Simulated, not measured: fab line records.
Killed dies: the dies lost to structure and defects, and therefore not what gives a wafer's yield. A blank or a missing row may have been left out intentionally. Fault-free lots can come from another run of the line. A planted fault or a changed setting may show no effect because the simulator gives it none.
fab line records    flow nand_harc
record lots=6  wafers=18  last_day=24
route steps=1159 shown P_M0@264 P_M1@285 END@1159
lots that met no fault: taken from a fault-free run of the same line
start_h: hours from the record's opening day to when the first of the lot's shown wafers began    wait_h: how many hours have passed since the lot's step before this one    " unchanged from the row above    L1.1+2: one row covering several wafers at once    - either no value or no given start    * or withheld: withheld    < > ~ a bound
route shown NAME@n: NAME is a module with steps in the file, n the number in the route of the first one    usual: mean/standard deviation taken from wafers without a fault    same: alike in all rows    chamber/n: place in a boat    sites: each site's reading    _std_site: their standard deviation    _edge_site: the outer-site mean with the inner-site mean subtracted    radius_mm: for every site, how far away it sits from the centre of the wafer    mask NAME#n: copy n    behind: the last tool/chamber to shape the wafer    hold: reason for holding the lot/hours on hold/outcome of the hold    device: whichever transistor did not switch (one of n, p or np)    end of line: the same wafers' tests at the end of the route    for a step that has no rows: nothing shown but its recipe    killed: the dies lost at the first sort to structure and to defects; this is not the yield of the wafer    map: shows each die of a wafer: x if killed, . if not, _ if none is there
set.NAME: the setting the step ran with; set.NAME@STEP: the setting that earlier step ran with    model.NAME: the simulator's own value behind a step, which no gauge read
lots at selected steps of the route; one table per step, one row per wafer
services: when a tool's chamber went out of use (start_h, in hours from the record's first day, below 0 if earlier), for how many hours, and the reason
## steps
# step NHARC_P_M0_OVL_MEAS_10
# recipe pitch_nm=180
# usual overlay_x_nm=-0.3/0.79  overlay_y_nm=0.0/1.1
lot.wafer  tool        chamber  start_h  wait_h  overlay_x_nm  overlay_y_nm
L200.1     overlay-01  -        131.98   -       -0.4          -2.1
L200.2     "           -        "        "       0.0           -1.3
L200.5     "           -        "        "       -0.1          -1.1
L204.3     overlay-01  -        151.89   -       -1.1          0.9
L204.5     "           -        "        "       -0.7          0.9
L204.6     "           -        "        "       -1.1          1.3
L207.3     overlay-02  -        166.33   -       -1.2          -0.4
L207.4     "           -        "        "       -1.0          0.2
L207.5     "           -        "        "       -0.9          0.0
L205.2     overlay-01  -        168.17   -       -0.5          -0.4
L205.4     "           -        "        "       0.6           0.0
L205.6     "           -        "        "       -0.4          -0.2
L216.3     overlay-01  -        222.42   -       -0.1          -0.7
L216.4     "           -        "        "       0.0           0.3
L216.5     "           -        "        "       1.0           0.3
L220.1     overlay-02  -        246.58   -       -0.8          -2.3
L220.3     "           -        "        "       -0.8          -1.8
L220.5     "           -        "        "       -0.4          -1.7
# step NHARC_P_M0_INSPECT_11
# usual raw_defect_count=4/3.1
lot.wafer  tool               chamber  start_h  wait_h  raw_defect_count
L200.1     defect_inspect-01  -        132.01   0.0     3
L200.2     "                  -        "        "       2
L200.5     "                  -        "        "       3
L204.3     defect_inspect-01  -        151.93   0.0     3
L204.5     "                  -        "        "       7
L204.6     "                  -        "        "       4
L207.3     defect_inspect-02  -        166.37   0.0     6
L207.4     "                  -        "        "       1
L207.5     "                  -        "        "       2
L205.2     defect_inspect-02  -        168.21   0.0     4
L205.4     "                  -        "        "       4
L205.6     "                  -        "        "       2
L216.3     defect_inspect-01  -        222.45   0.0     5
L216.4     "                  -        "        "       2
L216.5     "                  -        "        "       7
L220.1     defect_inspect-02  -        246.62   0.0     5
L220.3     "                  -        "        "       4
L220.5     "                  -        "        "       4
# step NHARC_P_M0_DESCUM_14
# recipe time_s=3  o2_flow_sccm=200  ar_flow_sccm=0  bias_power_w=0  chemistry=O2
# step NHARC_P_M0_ETCH_34
# recipe target_depth_a=400  overetch_a=120  time_s=43.94  ion_energy_ev=200  n2_flow_sccm=150  h2_flow_sccm=150  ar_flow_sccm=0  rf_w=400  bias_w=150  chemistry=N2/H2
# step NHARC_P_M0_ETCH_15
# recipe target_depth_a=1500  overetch_a=150  time_s=82.5  c4f8_flow_sccm=withheld  ar_flow_sccm=400  rf_w=600  bias_w=300  chemistry=C4F8/Ar
# usual oes_product_au=0.965/0.022  rf_vpp_V=441.0/2.4
lot.wafer  tool         chamber  start_h  wait_h  oes_product_au  rf_hours_counter_h  rf_vpp_V
L200.1     rie_diel-07  0        -        -       0.979           4                   437.8
L200.2     "            1        "        "       0.959           5                   439.3
L200.5     "            0        "        "       0.966           -                   436.9
L204.3     rie_diel-13  3        -        -       0.973           3                   437.5
L204.6     "            3        "        "       0.965           -                   435.6
L204.5     "            0        "        "       0.963           -                   442.2
L207.3     rie_diel-13  0        -        -       0.965           4                   443.0
L207.4     "            2        "        "       0.931           5                   442.6
L207.5     "            0        "        "       0.960           -                   442.6
L205.2     rie_diel-06  1        -        -       0.957           6                   441.9
L205.4     "            3        "        "       0.954           6                   441.2
L205.6     "            1        "        "       0.957           -                   440.9
L216.4     rie_diel-06  3        -        -       0.953           11                  441.4
L216.3     "            0        "        "       0.957           9                   437.2
L216.5     "            3        "        "       0.961           -                   441.9
L220.1     rie_diel-13  2        -        -       0.926           11                  445.2
L220.3     "            3        "        "       0.926           10                  437.1
L220.5     "            2        "        "       0.926           -                   445.0
# step NHARC_P_M0_CD_MEAS_16
# usual cd_nm=89.4/1
lot.wafer  tool       chamber  start_h  wait_h  cd_nm
L200.1     cd_sem-03  -        132.37   -       88.3
L200.2     "          -        "        "       90.2
L200.5     "          -        "        "       89.8
L204.3     cd_sem-03  -        152.29   -       88.1
L204.5     "          -        "        "       89.5
L204.6     "          -        "        "       90.0
L207.3     cd_sem-03  -        166.73   -       87.4
L207.4     "          -        "        "       88.4
L207.5     "          -        "        "       88.7
L205.2     cd_sem-02  -        168.57   -       90.7
L205.4     "          -        "        "       89.8
L205.6     "          -        "        "       91.1
L216.3     cd_sem-03  -        222.82   -       88.8
L216.4     "          -        "        "       88.5
L216.5     "          -        "        "       90.4
L220.1     cd_sem-01  -        246.98   -       87.5
L220.3     "          -        "        "       88.8
L220.5     "          -        "        "       89.3
# step NHARC_P_M0_STRIP_18
# recipe power_w=1000  n2_flow_sccm=150  h2_flow_sccm=150  ar_flow_sccm=0  bias_w=0  chemistry=N2/H2
# step NHARC_P_M0_STRIP_19
# recipe time_s=600  temp_c=30  chemistry=post_etch_residue_remover
# step NHARC_P_M0_DEGAS_28
# recipe temp_c=250  time_s=60
# step NHARC_P_M0_PRE_CLEAN_29
# recipe time_s=30  temp_c=280  gas=H2/He
# step NHARC_P_M0_PVD_20
# recipe target_thk_a=50  bias_v=168.6  power_w=15000  chamber_pressure_pa=0.12  time_s=8.06  substrate_temp_c=50  material=TaN
# usual throttle_valve_pct=30.2/1.2
lot.wafer  tool            chamber  start_h  wait_h  throttle_valve_pct
L200.2     pvd_sputter-01  -        -        -       31.5
L200.1     "               -        "        "       31.3
L200.5     "               -        "        "       29.4
L204.3     pvd_sputter-02  -        -        -       32.4
L204.6     "               -        "        "       28.9
L204.5     "               -        "        "       29.8
L207.4     pvd_sputter-02  -        -        -       29.1
L207.3     "               -        "        "       30.0
L207.5     "               -        "        "       29.5
L205.4     pvd_sputter-02  -        -        -       29.9
L205.2     "               -        "        "       32.6
L205.6     "               -        "        "       29.8
L216.4     pvd_sputter-03  -        -        -       30.1
L216.3     "               -        "        "       30.4
L216.5     "               -        "        "       28.0
L220.1     pvd_sputter-03  -        -        -       28.3
L220.3     "               -        "        "       30.0
L220.5     "               -        "        "       30.0
# step NHARC_P_M0_PVD_21
# recipe target_thk_a=300  chamber_pressure_pa=5  power_w=5000  substrate_temp_c=30  time_s=20.49  material=Cu
# step NHARC_P_M0_ECD_22
# recipe target_thk_a=4000  bath_temp_c=25  material=Cu
# usual bath_heat_duty_pct=6.3/0.87
lot.wafer  tool       chamber  start_h  wait_h  bath_heat_duty_pct
L200.1     ecd_cu-02  1        133.43   -       5.6
L200.2     "          0        "        "       6.2
L200.5     "          0        "        "       6.1
L204.3     ecd_cu-01  0        153.41   -       7.3
L204.6     "          1        "        "       7.2
L204.5     "          0        "        "       6.9
L207.3     ecd_cu-02  0        167.86   -       5.9
L207.4     "          1        "        "       4.8
L207.5     "          0        "        "       5.4
L205.2     ecd_cu-02  1        169.80   -       5.6
L205.4     "          1        "        "       5.2
L205.6     "          0        "        "       5.7
L216.3     ecd_cu-01  1        223.90   -       7.1
L216.4     "          0        "        "       6.5
L216.5     "          0        "        "       6.8
L220.1     ecd_cu-01  0        248.02   -       6.1
L220.3     "          0        "        "       6.3
L220.5     "          0        "        "       7.4
# step NHARC_P_M0_ANNEAL_30
# recipe temp_c=225  time_s=90
# usual anneal_temp_c=225.00/0.18  wafer_temp_C_max=226.00/0.29
lot.wafer  tool           chamber  start_h  wait_h  anneal_temp_c  wafer_temp_C_max
L200.1     rtp_anneal-01  0        133.81   0.3     225.18         226.04
L200.2     "              0        "        "       225.16         226.50
L200.5     "              0        "        "       225.36         226.10
L204.3     rtp_anneal-01  0        153.74   0.3     225.24         226.39
L204.5     "              0        "        "       225.43         226.48
L204.6     "              0        "        "       225.22         226.11
L207.3     rtp_anneal-01  0        168.24   -       224.82         226.27
L207.4     "              0        "        "       224.92         226.57
L207.5     "              0        "        "       225.36         225.96
L205.2     rtp_anneal-02  0        170.23   0.4     225.20         225.75
L205.4     "              0        "        "       224.91         225.91
L205.6     "              0        "        "       225.29         225.80
L216.3     rtp_anneal-01  0        224.28   -       224.99         226.32
L216.4     "              0        "        "       224.91         226.18
L216.5     "              0        "        "       224.98         225.98
L220.1     rtp_anneal-01  0        248.35   0.3     224.93         226.60
L220.3     "              0        "        "       225.03         226.25
L220.5     "              0        "        "       224.88         226.03
# step NHARC_P_M0_CMP_23
# recipe t_overpolish_s=20  target_thk_nm=117.53
# step NHARC_P_M0_THK_MEAS_24
# recipe thk_meas_gauge=xrf
# usual thk_nm=117.5/1.4
lot.wafer  tool           chamber  start_h  wait_h  thk_nm
L200.1     film_metro-01  -        134.47   -       118.6
L200.2     "              -        "        "       116.4
L200.5     "              -        "        "       117.6
L204.3     film_metro-02  -        154.30   -       116.2
L204.5     "              -        "        "       118.4
L204.6     "              -        "        "       117.1
L207.3     film_metro-01  -        168.80   -       117.8
L207.4     "              -        "        "       115.5
L207.5     "              -        "        "       116.2
L205.2     film_metro-02  -        170.84   -       116.2
L205.4     "              -        "        "       117.5
L205.6     "              -        "        "       117.9
L216.3     film_metro-02  -        224.86   -       115.5
L216.4     "              -        "        "       116.5
L216.5     "              -        "        "       118.0
L220.1     film_metro-01  -        249.01   -       116.7
L220.3     "              -        "        "       114.3
L220.5     "              -        "        "       114.0
# step NHARC_P_M0_SRD_25
# step NHARC_P_M0_PRE_CLEAN_31
# recipe time_s=12  temp_c=370  rf_power_w=300  gas=NH3
# step NHARC_P_M0_DEP_32
# recipe target_thk_a=300  temp_c=370  target_thk_nm=30  pressure_torr=3  flow_sccm=200  rf_w=450  material=SiCN
# step NHARC_P_M1_DEP_00
# recipe target_thk_a=1825  target_thk_nm=182.5  temp_c=withheld  pressure_torr=5  flow_sccm=200  rf_w=600  material=SiOC
# step NHARC_P_M1_DEHYDRATE_01
# recipe temp_c=150  time_s=120
# step NHARC_P_M1_HMDS_02
# recipe time_s=30
# step NHARC_P_M1_COAT_34
# recipe temp_c=200  time_s=65
# step NHARC_P_M1_COAT_03
# recipe spin_rpm=1500  resist_thk_nm=90
# step NHARC_P_M1_SOFTBAKE_04
# recipe temp_c=105  time_s=55
# step NHARC_P_M1_EBR_05
# step NHARC_P_M1_EXPOSE_06
# recipe na=1.35  target_cd_nm=130  dose_mj=81.88  mask_id=P_M1
# step NHARC_P_M1_PEB_07
# recipe peb_temp_c=100  peb_time_s=65
# step NHARC_P_M1_DEVELOP_08
# recipe develop_time_s=35  dev_temp_c=23
# step NHARC_P_M1_CD_MEAS_09
# recipe target_cd_nm=130  landing_energy_ev=500
# usual cd_nm=130.0/0.72
# same landing_energy_ev=500
lot.wafer  tool       chamber  start_h  wait_h  cd_nm
L200.1     cd_sem-03  0        135.90   -       129.9
L200.2     "          0        "        "       129.7
L200.5     "          0        "        "       129.4
L204.3     cd_sem-01  0        155.84   -       130.4
L204.5     "          0        "        "       128.4
L204.6     "          0        "        "       129.7
L207.3     cd_sem-03  0        170.47   -       130.7
L207.4     "          0        "        "       130.7
L207.5     "          0        "        "       131.4
L205.2     cd_sem-02  0        172.40   -       129.2
L205.4     "          0        "        "       129.9
L205.6     "          0        "        "       129.9
L216.3     cd_sem-01  0        226.38   -       130.7
L216.4     "          0        "        "       130.9
L216.5     "          0        "        "       131.2
L220.1     cd_sem-02  0        250.72   -       131.0
L220.3     "          0        "        "       129.5
L220.5     "          0        "        "       131.4
# step NHARC_P_M1_OVL_MEAS_10
# recipe pitch_nm=260
# usual overlay_x_nm=0.0/0.74  overlay_y_nm=0.0/0.97
lot.wafer  tool        chamber  start_h  wait_h  overlay_x_nm  overlay_y_nm
L200.1     overlay-01  -        136.00   -       -0.4          -1.6
L200.2     "           -        "        "       -0.2          -1.1
L200.5     "           -        "        "       0.0           -1.6
L204.3     overlay-02  -        155.93   -       1.2           -1.2
L204.5     "           -        "        "       1.1           -1.4
L204.6     "           -        "        "       1.6           -1.2
L207.3     overlay-02  -        170.55   -       1.9           0.3
L207.4     "           -        "        "       1.5           0.1
L207.5     "           -        "        "       1.1           0.4
L205.2     overlay-02  -        172.49   -       1.0           -0.3
L205.4     "           -        "        "       -0.2          -0.4
L205.6     "           -        "        "       0.9           -0.1
L216.3     overlay-01  -        226.47   -       0.4           0.6
L216.4     "           -        "        "       -0.5          0.8
L216.5     "           -        "        "       -0.3          0.9
L220.1     overlay-02  -        250.81   -       -0.6          0.0
L220.3     "           -        "        "       -0.8          0.3
L220.5     "           -        "        "       -1.1          0.3
# step NHARC_P_M1_DESCUM_14
# recipe time_s=3  o2_flow_sccm=200  ar_flow_sccm=0  bias_power_w=0  chemistry=O2
# step NHARC_P_M1_ETCH_35
# recipe target_depth_a=400  overetch_a=120  time_s=43.94  ion_energy_ev=200  n2_flow_sccm=150  h2_flow_sccm=150  ar_flow_sccm=0  rf_w=400  bias_w=150  chemistry=N2/H2
# usual drypump_motor_current_A=5.8/0.49  oes_product_au=0.999/0.011  rf_vpp_V=430.7/2.8  showerhead_plenum_p_Torr=2.05/0.099  throttle_valve_pct=14.170/0.0091
lot.wafer  tool         chamber  start_h  wait_h  drypump_motor_current_A  oes_product_au  rf_hours_counter_h  rf_vpp_V  showerhead_plenum_p_Torr  throttle_valve_pct
L200.1     rie_diel-04  0        136.18   0.1     6.0                      1.009           1                   427.6     1.92                      14.174
L200.2     "            2        "        "       5.1                      1.004           1                   432.9     2.09                      14.177
L200.5     "            0        "        "       6.0                      0.998           -                   427.5     1.92                      14.188
L204.3     rie_diel-04  2        156.13   0.1     5.1                      1.007           2                   431.4     2.09                      14.186
L204.5     "            3        "        "       6.4                      0.989           -                   429.8     1.98                      14.166
L204.6     "            0        "        "       6.0                      1.007           -                   428.6     1.92                      14.160
L207.4     rie_diel-09  2        170.73   0.1     5.9                      1.020           2                   434.7     2.18                      14.168
L207.3     "            1        "        "       5.0                      0.994           2                   435.3     2.21                      14.178
L207.5     "            2        "        "       5.9                      1.023           -                   434.0     2.18                      14.168
L205.4     rie_diel-10  3        172.68   0.1     6.7                      0.992           13                  429.1     2.00                      14.164
L205.2     "            0        "        "       6.0                      0.990           12                  427.5     1.94                      14.160
L205.6     "            3        "        "       6.6                      0.998           -                   430.3     2.00                      14.167
L216.3     rie_diel-10  3        226.67   0.1     6.6                      1.001           4                   428.5     2.00                      14.188
L216.4     "            0        "        "       6.0                      0.991           4                   427.9     1.93                      14.173
L216.5     "            1        "        "       5.3                      0.994           -                   432.9     2.10                      14.175
L220.3     rie_diel-10  0        251.01   0.1     6.0                      0.992           5                   427.2     1.93                      14.154
L220.1     "            2        "        "       5.8                      0.982           4                   434.8     2.19                      14.176
L220.5     "            1        "        "       5.2                      0.989           -                   432.4     2.10                      14.181
# step NHARC_P_M1_ETCH_15
# recipe target_depth_a=1825  time_s=91.2  c4f8_flow_sccm=withheld  ar_flow_sccm=400  rf_w=600  bias_w=300  chemistry=C4F8/Ar
# step NHARC_P_M1_CD_MEAS_16
# usual cd_nm=130.2/0.93
lot.wafer  tool       chamber  start_h  wait_h  cd_nm
L200.1     cd_sem-01  -        136.40   -       130.4
L200.2     "          -        "        "       130.7
L200.5     "          -        "        "       130.2
L204.3     cd_sem-01  -        156.34   -       130.4
L204.5     "          -        "        "       129.6
L204.6     "          -        "        "       130.3
L207.3     cd_sem-03  -        170.96   -       130.8
L207.4     "          -        "        "       131.0
L207.5     "          -        "        "       131.5
L205.2     cd_sem-02  -        172.90   -       128.6
L205.4     "          -        "        "       130.2
L205.6     "          -        "        "       129.4
L216.3     cd_sem-01  -        226.89   -       131.4
L216.4     "          -        "        "       130.4
L216.5     "          -        "        "       131.2
L220.1     cd_sem-03  -        251.23   -       129.3
L220.3     "          -        "        "       129.5
L220.5     "          -        "        "       131.1
# step NHARC_P_M1_STRIP_18
# recipe power_w=1000  n2_flow_sccm=150  h2_flow_sccm=150  ar_flow_sccm=0  bias_w=0  chemistry=N2/H2
# step NHARC_P_M1_ETCH_28
# recipe target_depth_a=300  over_etch_frac=0.3  time_s=72.99  ion_energy_ev=150  cf4_flow_sccm=50  n2_flow_sccm=100  ar_flow_sccm=150  rf_w=300  bias_w=100  chemistry=CF4/N2
# step NHARC_P_M1_STRIP_19
# recipe time_s=600  temp_c=30  chemistry=post_etch_residue_remover
# step NHARC_P_M1_DEGAS_29
# recipe temp_c=250  time_s=60
# usual heater_power_w=339/41
lot.wafer  tool            chamber  start_h  wait_h  heater_power_w
L200.2     pvd_sputter-02  -        137.19   -       329
L200.1     "               -        "        "       291
L200.5     "               -        "        "       290
L204.3     pvd_sputter-01  -        157.07   -       279
L204.5     "               -        "        "       363
L204.6     "               -        "        "       431
L207.4     pvd_sputter-03  -        171.88   -       350
L207.3     "               -        "        "       304
L207.5     "               -        "        "       339
L205.4     pvd_sputter-01  -        173.61   -       413
L205.2     "               -        "        "       280
L205.6     "               -        "        "       333
L216.3     pvd_sputter-02  -        227.60   -       329
L216.4     "               -        "        "       292
L216.5     "               -        "        "       331
L220.1     pvd_sputter-02  -        251.95   -       342
L220.3     "               -        "        "       292
L220.5     "               -        "        "       377
# step NHARC_END_SORT_01
# recipe temp_c=25
# usual defect_limited_yield=95.7/1.5  killed_at_array=25/10  killed_at_other=0.6/0.91  killed_at_periphery=3.6/2.9  killed_dies=29/10  killed_open=3.3/2  killed_short=1.9/1.5  sort_bin_2_pct=1.3/0.61  sort_bin_3_pct=0.26/0.19  sort_bin_4_pct=2.7/1  sort_n_pass=648/10  sort_rim_yield_pct=94/3.2  sort_yield_pct=95.7/1.5
# same gross_dies=677  sort_bin_5_pct[%]=0  sort_bin_6_pct[%]=0  sort_bin_7_pct[%]=0  sort_bin_8_pct[%]=0  sort_rim_n_gross=106.00
lot.wafer  tool       chamber  start_h  wait_h  defect_limited_yield[%]  killed_at_array  killed_at_other  killed_at_periphery  killed_dies  killed_open  killed_short  sort_bin_2_pct[%]  sort_bin_3_pct[%]  sort_bin_4_pct[%]  sort_n_pass  sort_rim_yield_pct[%]  sort_yield_pct[%]
L205.6     prober-02  0        495.64   4.0     28.7                     15               0                468                  483          1            2             27.8               5.47               38.1               194          31                     28.7
L207.3     prober-01  0        501.09   3.1     29.1                     11               0                469                  480          2            3             26.6               6.06               38.3               197          36                     29.1
L207.5     prober-01  0        502.69   3.7     29.7                     14               0                462                  476          1            1             25.8               5.76               38.7               201          25                     29.7
L220.1     prober-02  0        567.00   2.5     94.4                     36               0                2                    38           6            2             0.9                0.59               4.1                639          89                     94.4
L220.3     prober-02  0        568.61   3.1     93.8                     38               1                3                    42           7            3             2.1                0.59               3.5                635          93                     93.8
L220.5     prober-02  0        570.22   3.7     94.1                     36               1                3                    40           4            5             1.5                0.44               4.0                637          92                     94.1
# killed by level:class
L205.6 P_M0:unspecified=467 A_SLIT:chamber_film_flake=6 A_CHANNEL_HOLE_D1:chamber_film_flake=3 A_CONTACT:chamber_film_flake=2 A_STAIRCASE:chamber_film_flake=2 P_M1:geometric_particle:short=1 A_CONTACT:geometric_particle:open=1 A_M0:geometric_particle:short=1
L207.3 P_M0:unspecified=464 A_SLIT:chamber_film_flake=7 P_CONTACT:geometric_particle:open=2 A_CONTACT:chamber_film_flake=2 P_STI:geometric_particle:short=1 P_M1:geometric_particle:short=1 A_SGD_CUT:geometric_particle:short=1 P_GATE:chamber_film_flake=1
L207.5 P_M0:unspecified=461 A_SLIT:chamber_film_flake=7 A_CHANNEL_HOLE_D1:chamber_film_flake=3 A_CHANNEL_FILL_D1:geometric_particle:short=1 A_WL_FILL:geometric_particle:open=1 P_GATE:chamber_film_flake=1 A_CONTACT:chamber_film_flake=1 A_M1:chamber_film_flake=1
L220.1 A_CHANNEL_HOLE_D1:chamber_film_flake=11 A_SLIT:chamber_film_flake=8 A_STAIRCASE:chamber_film_flake=4 A_CHANNEL_FILL_D1:geometric_particle:open=3 A_CONTACT:chamber_film_flake=2 P_M2:geometric_particle:open=1 A_ONON_D1:geometric_particle:short=1 A_CHANNEL_HOLE_D1:geometric_particle:open=1
L220.3 A_SLIT:chamber_film_flake=17 A_CONTACT:chamber_film_flake=6 A_CHANNEL_HOLE_D1:chamber_film_flake=4 A_WL_FILL:chamber_film_flake=2 P_GATE:geometric_particle:open=1 P_CONTACT:geometric_particle:open=1 P_M0:geometric_particle:open=1 A_ONON_D1:geometric_particle:open=1
L220.5 A_SLIT:chamber_film_flake=17 A_CONTACT:chamber_film_flake=6 A_CHANNEL_HOLE_D1:chamber_film_flake=3 A_CHANNEL_FILL_D1:geometric_particle:short=2 A_CHANNEL_FILL_D1:geometric_particle:open=2 A_STAIRCASE:chamber_film_flake=2 A_WL_FILL:chamber_film_flake=2 P_M0:geometric_particle:short=1
# map L205.6 (x killed, . not)
____________x____________
_________.xx...x_________
_______xx..xx.xxxx_______
______xxx.x.x..xxxx______
_____xxx.xxxx.xxx.xx_____
____xxxxxx.x.xx.xxx.x____
____x.xxxxxx.x..xxxx.____
___xx...xx.xxxxx...x.x___
___.xxxxxxxxx.x..xxxxx___
__..xxxx...x.x..xx.xxxx__
__..x..x..xx.x..xxxxxxx__
_xxxx.xx.xxxxxx.x.xxxxxx_
_.xxxxxxxx.xxxxxxxxxxx.x_
_.xx..xxxx.x.xxxxxx..xxx_
_xxxxxxx.xxx.xxxx.xx..x._
_x...xx...x.xx.x.xxxxxx._
xxxxxx..xx.xxxxxxxxxx.x.x
.xxxx.xx...xxxx.xxxx.xx.x
x.....x.xxxx..xxxxx.xxx..
xxxxxxx..xxxxxxxxxxxxxxx.
..x.x.xxx.xx...xxxxx..xxx
_xxxx.xxxxxxxxxxxxxx.xx._
_xxx.xxx..x.xxxxxxx.xx.x_
_xxx.xx.xxxx.x..xxx.xxxx_
_xx.xxxxx.xxxxx...xx.xxx_
_xx..xx..xxxxx.xxxxx..x._
__xx..xx.xxxxxxxxxxx...__
__...x.xxx.xxxxxxx..xxx__
___xxx..x.xxx..x..x.x.___
___.xx.xxxxxxxxx.xx.xx___
____..xxx.x.xxxxxxxx.____
____.xxxxxxxx.xxxxxxx____
_____.xxxxxxx....x.x_____
______xxxxxxxxxx.xx______
_______xxxxx.xx.xx_______
_________xxx.xx._________
____________.____________
# map L207.3 (x killed, . not)
____________x____________
_________..xxxxx_________
_______xxxxxxxxxxx_______
______xxxxxx.xxx.x.______
_____..x..xxxxxx.xx._____
____xx..xxxx.xx.xxx..____
____x.xxxxxx.xxx..xxx____
___xxxxx.xxxx.xxxxx.x.___
___x.xxxxxx.xxx.xxxxxx___
__xx.x.x..xxxxxxx.xxx.x__
__.x..xxxxx..xxxxx.xxxx__
_xx.xxxxxxx.xx.xxx..xxx._
_..xxxx..xxx.xxx.xxxxx.x_
_x.xx.x..xxxxx..x.xxxxxx_
_x..xxxxx..xx.xxxxxxx.xx_
_.x..xxxx.xx.x.xxxx..xxx_
.xx.xxxxx....x..x..xxx...
xxxxxxxx.x.xxxx.x....xxxx
xxxxxxx.xx.x.xxxxxxx.x.x.
xxxxx...x.x.xx.xxx.xxx.xx
..xxxxxxxx.xxxx..xxxxxxxx
_xx.x..xxx.x..xxxxxx.x.x_
_xx.x.xxxx.x.x.x.xxxxx.._
_x.x.xxxxxxxxxxxxxxxxx.._
_xxx.xxxxxxxxxx.xx.xxxxx_
_.xxxx.xx.xxxxxxxx..xxx._
__xxx...x.x.xxxx.xxx.x.__
__xx..xxx.xxxxx...xxxx.__
___xx.x..xx.xxxxxxx.x.___
___xx.xx.x...xxx.x.x.x___
____xxxx...xxxxx.xxxx____
____x.xx.x.xxx...x..x____
_____x.x.xxxxxxxxx.._____
______xxxxxxx.xxx.x______
_______xx.xxxxx..x_______
_________..xx.x._________
____________.____________
## services
tool            chamber  start_h  hours  kind
rie_diel-04     -        111.90   9.0    pm
rie_diel-07     0        121.08   6.4    repair
rie_diel-09     0        130.18   6.9    repair
rie_diel-10     1        139.59   3.5    repair
rie_diel-07     0        141.76   7.9    repair
pvd_sputter-02  -        143.62   3.0    repair
pvd_sputter-01  -        158.02   10.0   pm
rie_diel-13     -        158.91   3.6    repair
pvd_sputter-03  -        160.72   0.7    repair
rie_diel-10     1        160.92   7.2    repair
pvd_sputter-03  -        163.43   1.7    repair
rie_diel-07     3        166.19   1.4    repair
rie_diel-10     -        176.50   9.0    pm
ecd_cu-01       -        177.60   1.3    repair
ecd_cu-02       -        180.00   8.0    pm
rie_diel-06     0        181.77   7.6    repair
rie_diel-06     0        203.89   15.4   repair
rie_diel-06     -        204.17   0.2    repair
rie_diel-07     0        205.01   4.2    repair
pvd_sputter-02  -        214.00   10.0   pm
rie_diel-07     -        228.20   9.0    pm
pvd_sputter-03  -        234.53   9.4    repair
rie_diel-13     1        234.71   1.2    repair
rie_diel-06     -        241.20   9.0    pm
## key
first_sign step=NHARC_END_SORT_01  reading=killed_at_periphery  direction=up  sigmas=99+  usual=3.6  struck=466.3
effect step=NHARC_END_SORT_01  reading=defect_limited_yield  direction=down  sigmas=44  usual=95.7  struck=29.1
more_kills_born_at NHARC_P_M0_ECD_22@ecd_cu-02=1392
met_at NHARC_P_M0_ECD_22
struck_wafers L205.6,L207.3,L207.5
onset_between 133.43 167.86
fault kind=chamber_particle_source  tool=ecd_cu-02  chamber=0  onset_h=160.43  steps=NHARC_P_M0_ECD_22  rate_per_visit_cm2=1.2801  end_h=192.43
